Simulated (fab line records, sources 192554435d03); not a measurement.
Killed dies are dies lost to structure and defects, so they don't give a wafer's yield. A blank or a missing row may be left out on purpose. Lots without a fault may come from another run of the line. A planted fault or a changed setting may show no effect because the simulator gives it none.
Chamber matching | flow n5_finfet | N5_BEOL_M3_CO_CAP_55 on cvd_co-01: 3 sister chambers
The step material Co, precursor CCTBA/H2, target thk 2 nm, time 102.1 s. 3 wafers are shown with their chamber, then 11 later ones without.

WAFERS WITH THEIR CHAMBER
wafer  | chamber | heater_power_w (W)
L086.3 | 1       | 238
L086.4 | 0       | 237
L093.2 | 2       | 250

WAFERS WITHOUT THEIR CHAMBER
wafer  | heater_power_w (W)
L093.4 | 235
L093.6 | 243
L095.1 | 230
L095.3 | 238
L095.6 | 243
L097.1 | 245
L097.3 | 240
L097.6 | 237
L096.1 | 236
L096.4 | 243
L096.5 | 243

WHICH CHAMBER EACH WENT THROUGH
wafer  | from the rows above          | in truth
L093.4 | can't be placed: 0 or 1      | 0
L093.6 | can't be placed: 1 or 0 or 2 | 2
L095.1 | can't be placed: 0 or 1      | 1
L095.3 | can't be placed: 1 or 0      | 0
L095.6 | can't be placed: 1 or 0 or 2 | 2
L097.1 | can't be placed: 2 or 1 or 0 | 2
L097.3 | can't be placed: 1 or 0 or 2 | 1
L097.6 | can't be placed: 0 or 1      | 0
L096.1 | can't be placed: 0 or 1      | 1
L096.4 | can't be placed: 1 or 0 or 2 | 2
L096.5 | can't be placed: 1 or 0 or 2 | 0
Placed correctly: 0 of 11. Can't be placed from these rows: 11 (the true chamber is among the candidates in 11). Placed wrongly: 0.
How it was worked out, from the rows above alone: a wafer's distance from a chamber is the root of the sum, over the readings, of the square of ((its reading less the chamber's mean) divided by the reading's scatter). The wafer belongs to the nearest chamber; if the next one is less than 2 further off, it can't be placed. A chamber's mean is the mean of its shown wafers. The scatter: with one shown wafer a chamber, the root of the mean of the squares of how far each hidden wafer lies from its nearest shown one.
